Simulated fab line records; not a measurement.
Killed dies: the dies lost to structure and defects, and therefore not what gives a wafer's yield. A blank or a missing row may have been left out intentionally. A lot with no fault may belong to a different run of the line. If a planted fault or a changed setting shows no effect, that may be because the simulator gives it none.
The tool behind it: which one? ; flow n5_finfet ; 72 wafers from 24 lots sampled at 6 of the route's 1938 steps

## WHAT EACH GAUGE READ, for each wafer
N5_BEOL_M11_CD_MEAS_28 targets a cd of 70 nm. Usual: 69.4 nm for cd_nm, sd 1.1.
lot;measured;on;cd_nm (nm);flag
L074;day 9 23:34;cd_sem-02;69.7 70.1 68.0;
L076;day 10 06:10;cd_sem-01;68.3 69.1 69.8;
L075;day 10 07:39;cd_sem-01;68.3 70.1 69.6;
L077;day 10 12:40;cd_sem-01;68.2 69.2 68.7;
L078;day 10 15:33;cd_sem-01;68.8 69.2 69.3;
L079;day 10 21:32;cd_sem-01;69.6 68.8 69.3;
L080;day 10 23:37;cd_sem-01;72.3 70.9 71.2;
L082;day 11 02:22;cd_sem-02;69.3 68.6 68.7;
L081;day 11 06:31;cd_sem-02;67.5 69.0 68.9;
L083;day 11 08:09;cd_sem-02;67.9 68.2 67.6;
L084;day 11 15:27;cd_sem-01;68.8 68.4 67.1;
L088;day 15 01:19;cd_sem-03;67.4 68.4 69.3;
L095;day 15 15:47;cd_sem-01;68.9 70.9 69.0;
L094;day 15 17:31;cd_sem-02;69.5 69.1 69.8;
L090;day 15 17:55;cd_sem-01;70.7 69.5 70.5;
L085;day 15 18:05;cd_sem-03;71.4 69.8 70.5;
L089;day 16 08:47;cd_sem-02;68.7 69.9 70.1;
L092;day 16 09:14;cd_sem-01;70.4 70.8 71.6;
L091;day 16 11:16;cd_sem-03;70.1 70.2 70.0;
L093;day 17 01:19;cd_sem-01;70.7 71.3 70.2;
L087;day 17 02:38;cd_sem-01;69.8 68.7 68.6;
L096;day 17 04:49;cd_sem-01;71.8 69.1 69.9;
L086;day 17 16:49;cd_sem-01;69.4 69.0 69.0;
L097;day 17 16:59;cd_sem-02;70.6 68.8 70.5;

## WHICH TOOL RAN EACH LOT (tool, then ch and the chambers of the sampled wafers, then the start)
lot;N5_BEOL_M10_ETCH_41;N5_BEOL_M10_STRIP_77;N5_BEOL_M10_PRE_CLEAN_45;N5_BEOL_M10_SURFACE_TREAT_76;N5_BEOL_M11_STRIP_67
L074;rie_diel-02 ch 1,2,3, day 9 19:20 or earlier;rie_diel-02 ch 1,2,3, day 9 19:20 or earlier;pvd_sputter-02, day 9 19:20;pvd_sputter-03, day 9 19:41;rie_diel-06 ch 0,1,2, day 9 22:53
L076;rie_diel-03 ch 2,3, day 10 02:32 or earlier;rie_diel-03 ch 2,3, day 10 02:32 or earlier;pvd_sputter-02, day 10 02:32;pvd_sputter-01, day 10 02:53;rie_diel-05 ch 0,1, day 10 05:31
L075;rie_diel-04 ch 0,1,3, day 10 03:43 or earlier;rie_diel-04 ch 0,1,3, day 10 03:43 or earlier;pvd_sputter-01, day 10 03:43;pvd_sputter-01, day 10 04:05;rie_diel-01 ch 1,2,3, day 10 07:01
L077;rie_diel-04 ch 1,2, day 10 09:05 or earlier;rie_diel-04 ch 1,2, day 10 09:05 or earlier;pvd_sputter-02, day 10 09:05;pvd_sputter-02, day 10 09:26;rie_diel-01 ch 1,2,3, day 10 12:10
L078;rie_diel-03 ch 1,2, day 10 11:49 or earlier;rie_diel-03 ch 1,2, day 10 11:49 or earlier;pvd_sputter-02, day 10 11:49;pvd_sputter-03, day 10 12:09;rie_diel-06 ch 1,2,3, day 10 14:53
L079;rie_diel-04 ch 2,3, day 10 16:02 or earlier;rie_diel-04 ch 2,3, day 10 16:02 or earlier;pvd_sputter-02, day 10 16:02;pvd_sputter-02, day 10 16:23;rie_diel-05 ch 0,1,3, day 10 20:53
L080;rie_diel-04 ch 1,2,3, day 10 19:41 or earlier;rie_diel-04 ch 1,2,3, day 10 19:41 or earlier;pvd_sputter-02, day 10 19:41;pvd_sputter-03, day 10 20:02;rie_diel-06 ch 0,1,2, day 10 22:46
L082;rie_diel-03 ch 2,3, day 10 22:08 or earlier;rie_diel-03 ch 2,3, day 10 22:08 or earlier;pvd_sputter-03, day 10 22:08;pvd_sputter-01, day 10 22:29;rie_diel-01 ch 1,2,3, day 11 01:33
L081;rie_diel-04 ch 0,1, day 11 02:54 or earlier;rie_diel-04 ch 0,1, day 11 02:54 or earlier;pvd_sputter-01, day 11 02:54;pvd_sputter-01, day 11 03:14;rie_diel-01 ch 1,2, day 11 06:00
L083;rie_diel-03 ch 1,2,3, day 11 04:34 or earlier;rie_diel-03 ch 1,2,3, day 11 04:34 or earlier;pvd_sputter-01, day 11 04:34;pvd_sputter-02, day 11 04:55;rie_diel-01 ch 0,2,3, day 11 07:32
L084;rie_diel-02 ch 0,1,2, day 11 10:39 or earlier;rie_diel-02 ch 0,1,2, day 11 10:39 or earlier;pvd_sputter-01, day 11 10:39;pvd_sputter-02, day 11 11:00;rie_diel-01 ch 2,3, day 11 14:44
L088;rie_diel-03 ch 0,1,3, day 14 19:20 or earlier;rie_diel-03 ch 0,1,3, day 14 19:20 or earlier;pvd_sputter-01, day 14 19:20;pvd_sputter-01, day 14 21:16;rie_diel-05 ch 2,3, day 15 00:23
L095;rie_diel-02 ch 0,1,3, day 15 09:03 or earlier;rie_diel-02 ch 0,1,3, day 15 09:03 or earlier;pvd_sputter-03, day 15 09:03;pvd_sputter-03, day 15 09:26;rie_diel-05 ch 1,2, day 15 13:16
L094;rie_diel-04 ch 1,3, day 15 09:58 or earlier;rie_diel-04 ch 1,3, day 15 09:58 or earlier;pvd_sputter-03, day 15 09:58;pvd_sputter-01, day 15 11:40;rie_diel-05 ch 1,3, day 15 16:49
L090;rie_diel-02 ch 1,3, day 15 12:01 or earlier;rie_diel-02 ch 1,3, day 15 12:01 or earlier;pvd_sputter-03, day 15 12:01;pvd_sputter-02, day 15 12:23;rie_diel-05 ch 1,2,3, day 15 17:22
L085;rie_diel-04 ch 1,3, day 15 12:03 or earlier;rie_diel-04 ch 1,3, day 15 12:03 or earlier;pvd_sputter-02, day 15 12:03;pvd_sputter-02, day 15 12:26;rie_diel-01 ch 1,2,3, day 15 17:19
L089;rie_diel-02 ch 2,3, day 15 21:46 or earlier;rie_diel-02 ch 2,3, day 15 21:46 or earlier;pvd_sputter-02, day 15 21:46;pvd_sputter-03, day 15 22:22;rie_diel-05 ch 1,2, day 16 06:20
L092;rie_diel-02 ch 2,3, day 16 00:27 or earlier;rie_diel-02 ch 2,3, day 16 00:27 or earlier;pvd_sputter-02, day 16 00:27;pvd_sputter-02, day 16 00:52;rie_diel-05 ch 1,3, day 16 06:50
L091;rie_diel-04 ch 0,2,3, day 16 06:14 or earlier;rie_diel-04 ch 0,2,3, day 16 06:14 or earlier;pvd_sputter-02, day 16 06:14;pvd_sputter-01, day 16 06:37;rie_diel-06 ch 0,2,3, day 16 10:38
L093;rie_diel-03 ch 0,2, day 16 18:22 or earlier;rie_diel-03 ch 0,2, day 16 18:22 or earlier;pvd_sputter-03, day 16 18:22;pvd_sputter-03, day 16 18:51;rie_diel-01 ch 0,1,3, day 16 23:36
L087;rie_diel-02 ch 1,2,3, day 16 19:34 or earlier;rie_diel-02 ch 1,2,3, day 16 19:34 or earlier;pvd_sputter-03, day 16 19:34;pvd_sputter-01, day 16 19:56;rie_diel-05 ch 0,1,3, day 17 01:49
L096;rie_diel-03 ch 0,1, day 16 20:24 or earlier;rie_diel-03 ch 0,1, day 16 20:24 or earlier;pvd_sputter-02, day 16 20:24;pvd_sputter-02, day 16 20:55;rie_diel-05 ch 0,1, day 17 02:23
L086;rie_diel-04 ch 0,1,2, day 17 06:19 or earlier;rie_diel-04 ch 0,1,2, day 17 06:19 or earlier;pvd_sputter-01, day 17 06:19;pvd_sputter-02, day 17 06:43;rie_diel-01 ch 0,3, day 17 12:23
L097;rie_diel-03 ch 0,2, day 17 07:16 or earlier;rie_diel-03 ch 0,2, day 17 07:16 or earlier;pvd_sputter-02, day 17 07:16;pvd_sputter-01, day 17 09:02;rie_diel-01 ch 2,3, day 17 14:02
- N5_BEOL_M10_ETCH_41: etches SiCN in CH3F/O2, target depth 42.6 nm, time 86 s.
- N5_BEOL_M10_STRIP_77: strips in N2/H2, time 10 s.
- N5_BEOL_M10_PRE_CLEAN_45: time 30 s.
- N5_BEOL_M10_SURFACE_TREAT_76
- N5_BEOL_M11_STRIP_67: strips in CF4.

## AS READ BY THE TOOLS THEMSELVES (means over the sampled wafers that have a number; for cases with no such wafer, the mark the record gives instead)
N5_BEOL_M10_ETCH_41. Usual: drypump_motor_current_A 5.9 A, standard deviation 0.44; mfc_ar_sccm 149.9 sccm, standard deviation 0.51; oes_product_au 0.81 a.u., standard deviation 0.071; rf_vpp_V 297.4 V, standard deviation 1.7; showerhead_plenum_p_Torr 2.01 Torr, standard deviation 0.073; throttle_valve_pct 16.31 %, standard deviation 0.26.
lot;tool;drypump_motor_current_A (A);mfc_ar_sccm (sccm);oes_product_au (a.u.);rf_vpp_V (V);showerhead_plenum_p_Torr (Torr);throttle_valve_pct (%);flag
L074;rie_diel-02;6.2;150.0;0.86;298.0;2.09;16.20;
L076;rie_diel-03;5.2;150.4;0.74;297.8;2.03;16.27;
L075;rie_diel-04;6.0;149.8;0.90;296.1;1.98;16.11;
L077;rie_diel-04;6.3;150.3;0.77;295.8;1.94;16.66;
L078;rie_diel-03;5.6;150.3;0.77;297.6;2.02;16.56;
L079;rie_diel-04;5.6;149.9;0.82;296.2;1.93;16.27;
L080;rie_diel-04;6.0;149.8;0.81;296.3;1.96;16.40;
L082;rie_diel-03;5.2;150.2;0.73;297.6;2.02;16.28;
L081;rie_diel-04;6.3;149.4;0.88;297.3;2.01;16.25;
L083;rie_diel-03;5.5;149.9;0.77;299.0;2.04;16.36;
L084;rie_diel-02;6.2;149.7;0.78;298.3;2.04;16.31;
L088;rie_diel-03;5.7;150.0;0.83;298.4;2.08;16.30;
L095;rie_diel-02;6.3;150.1;0.77;297.9;2.01;16.35;
L094;rie_diel-04;6.0;150.6;0.82;296.6;2.00;16.32;
L090;rie_diel-02;6.3;150.0;0.82;298.9;2.08;16.19;
L085;rie_diel-04;6.0;150.2;0.84;297.7;2.00;16.33;
L089;rie_diel-02;6.2;149.8;0.79;298.6;2.04;16.38;
L092;rie_diel-02;6.2;150.7;0.79;298.7;2.04;16.38;
L091;rie_diel-04;6.0;150.0;0.89;298.1;2.00;16.18;
L093;rie_diel-03;5.3;150.0;0.90;297.2;2.02;16.09;
L087;rie_diel-02;6.2;150.4;0.79;299.3;2.07;16.31;
L096;rie_diel-03;5.8;149.8;0.86;298.2;2.08;16.36;
L086;rie_diel-04;6.3;149.6;0.87;297.8;2.03;16.32;
L097;rie_diel-03;5.3;150.3;0.89;297.6;2.02;16.11;

N5_BEOL_M10_STRIP_77. Usual: drypump_motor_current_A 5.9 A, standard deviation 0.44; oes_product_au 0.81 a.u., standard deviation 0.071; rf_vpp_V 59.2 V, standard deviation 0.94; showerhead_plenum_p_Torr 2.55 Torr, standard deviation 0.094; throttle_valve_pct 23.59 %, standard deviation 0.3.
lot;tool;drypump_motor_current_A (A);oes_product_au (a.u.);rf_vpp_V (V);showerhead_plenum_p_Torr (Torr);throttle_valve_pct (%);flag
L074;rie_diel-02;6.2;0.85;59.0;2.65;23.65;
L076;rie_diel-03;5.2;0.74;59.4;2.58;23.82;
L075;rie_diel-04;6.0;0.89;59.2;2.51;23.26;
L077;rie_diel-04;6.3;0.76;59.0;2.46;23.76;
L078;rie_diel-03;5.6;0.78;59.7;2.54;23.70;
L079;rie_diel-04;5.7;0.81;58.9;2.45;23.39;
L080;rie_diel-04;6.0;0.81;59.0;2.48;23.51;
L082;rie_diel-03;5.2;0.73;59.6;2.58;23.83;
L081;rie_diel-04;6.3;0.88;58.9;2.54;23.38;
L083;rie_diel-03;5.5;0.77;59.5;2.59;23.67;
L084;rie_diel-02;6.2;0.78;58.1;2.59;23.66;
L088;rie_diel-03;5.7;0.83;59.7;2.63;23.53;
L095;rie_diel-02;6.3;0.78;58.8;2.56;23.88;
L094;rie_diel-04;6.0;0.83;59.7;2.52;23.41;
L090;rie_diel-02;6.3;0.82;60.2;2.66;23.74;
L085;rie_diel-04;6.0;0.82;59.5;2.52;23.39;
L089;rie_diel-02;6.3;0.80;59.3;2.59;23.85;
L092;rie_diel-02;6.2;0.79;59.4;2.59;23.86;
L091;rie_diel-04;6.0;0.87;58.6;2.54;23.38;
L093;rie_diel-03;5.3;0.92;59.2;2.57;23.72;
L087;rie_diel-02;6.2;0.78;59.8;2.63;23.71;
L096;rie_diel-03;5.8;0.86;59.8;2.63;23.56;
L086;rie_diel-04;6.3;0.86;59.3;2.57;23.51;
L097;rie_diel-03;5.3;0.90;59.7;2.57;23.74;

N5_BEOL_M10_PRE_CLEAN_45. Usual: 331 W for heater_power_w, sd 18.
lot;tool;heater_power_w (W);flag
L074;pvd_sputter-02;318;
L076;pvd_sputter-02;316;
L075;pvd_sputter-01;317;
L077;pvd_sputter-02;336;
L078;pvd_sputter-02;337;
L079;pvd_sputter-02;322;
L080;pvd_sputter-02;325;
L082;pvd_sputter-03;348;
L081;pvd_sputter-01;337;
L083;pvd_sputter-01;331;
L084;pvd_sputter-01;323;
L088;pvd_sputter-01;308;
L095;pvd_sputter-03;352;
L094;pvd_sputter-03;345;
L090;pvd_sputter-03;358;
L085;pvd_sputter-02;322;
L089;pvd_sputter-02;331;
L092;pvd_sputter-02;328;
L091;pvd_sputter-02;313;
L093;pvd_sputter-03;347;
L087;pvd_sputter-03;345;
L096;pvd_sputter-02;327;
L086;pvd_sputter-01;334;
L097;pvd_sputter-02;335;

N5_BEOL_M10_SURFACE_TREAT_76. Usual: 30.00 sccm for ar_flow_sccm, sd 0.093.
lot;tool;ar_flow_sccm (sccm);flag
L074;pvd_sputter-03;29.99;
L076;pvd_sputter-01;29.96;
L075;pvd_sputter-01;30.00;
L077;pvd_sputter-02;30.02;
L078;pvd_sputter-03;29.93;
L079;pvd_sputter-02;29.97;
L080;pvd_sputter-03;29.97;
L082;pvd_sputter-01;30.08;
L081;pvd_sputter-01;30.04;
L083;pvd_sputter-02;30.10;
L084;pvd_sputter-02;30.01;
L088;pvd_sputter-01;29.97;
L095;pvd_sputter-03;29.99;
L094;pvd_sputter-01;30.06;
L090;pvd_sputter-02;29.97;
L085;pvd_sputter-02;30.02;
L089;pvd_sputter-03;29.91;
L092;pvd_sputter-02;30.10;
L091;pvd_sputter-01;30.01;
L093;pvd_sputter-03;30.04;
L087;pvd_sputter-01;30.04;
L096;pvd_sputter-02;29.97;
L086;pvd_sputter-02;30.03;
L097;pvd_sputter-01;30.05;

N5_BEOL_M11_STRIP_67. Usual: cf4_flow_sccm 149.9 sccm, standard deviation 0.45; drypump_motor_current_A 5.6 A, standard deviation 0.71; oes_product_au 0.76 a.u., standard deviation 0.079; rf_vpp_V 271.3 V, standard deviation 1.7; showerhead_plenum_p_Torr 1.81 Torr, standard deviation 0.066; throttle_valve_pct 13.73 %, standard deviation 0.24.
lot;tool;cf4_flow_sccm (sccm);drypump_motor_current_A (A);oes_product_au (a.u.);rf_vpp_V (V);showerhead_plenum_p_Torr (Torr);throttle_valve_pct (%);flag
L074;rie_diel-06;150.1;6.1;0.81;271.3;1.81;13.41;
L076;rie_diel-05;150.1;6.7;0.70;269.5;1.70;13.91;
L075;rie_diel-01;149.8;5.2;0.71;271.5;1.80;13.83;
L077;rie_diel-01;150.1;5.2;0.71;270.6;1.80;13.84;
L078;rie_diel-06;149.7;5.8;0.78;270.6;1.77;13.55;
L079;rie_diel-05;149.7;6.1;0.76;270.4;1.77;13.77;
L080;rie_diel-06;149.6;6.1;0.80;271.1;1.80;13.44;
L082;rie_diel-01;149.6;5.1;0.70;270.3;1.80;13.86;
L081;rie_diel-01;150.2;5.5;0.72;272.9;1.81;13.82;
L083;rie_diel-01;149.8;5.1;0.73;270.8;1.81;13.93;
L084;rie_diel-01;150.1;5.0;0.71;271.3;1.77;13.93;
L088;rie_diel-05;149.9;5.2;0.74;272.5;1.86;13.70;
L095;rie_diel-05;149.8;5.8;0.69;271.2;1.79;13.79;
L094;rie_diel-05;150.2;5.5;0.80;270.7;1.83;13.64;
L090;rie_diel-05;149.7;5.6;0.74;270.2;1.81;13.72;
L085;rie_diel-01;150.0;5.1;0.86;270.6;1.79;13.53;
L089;rie_diel-05;150.0;6.2;0.69;269.0;1.74;13.80;
L092;rie_diel-05;149.3;5.5;0.80;271.8;1.83;13.65;
L091;rie_diel-06;149.8;6.1;0.77;270.4;1.79;13.48;
L093;rie_diel-01;149.8;5.0;0.84;271.8;1.82;13.58;
L087;rie_diel-05;149.8;6.1;0.82;272.2;1.83;13.65;
L096;rie_diel-05;150.3;6.7;0.84;272.1;1.83;13.64;
L086;rie_diel-01;149.9;4.9;0.78;271.8;1.83;13.86;
L097;rie_diel-01;149.8;5.3;0.78;271.0;1.77;13.80;

## THE ANSWER, worked out from the rows above alone
Rule: a lot counts as off when the mean over its wafers that have a number is more than 3 standard deviations away from the usual mean. Also off: a lot with no number at a reading for which 4 or more lots have one. All remaining lots with rows at the step are treated as sound. Order of review: gauges by route order, followed by the tools' own readings, for which a lot's mean as printed above is used. The first step at which some lot is off is used, and at that step the reading that is off furthest; a lot without a number counts as furthest.
Nothing can be told from this: no lot is off at any reading shown.

## WHAT THE SIMULATOR PUT IN
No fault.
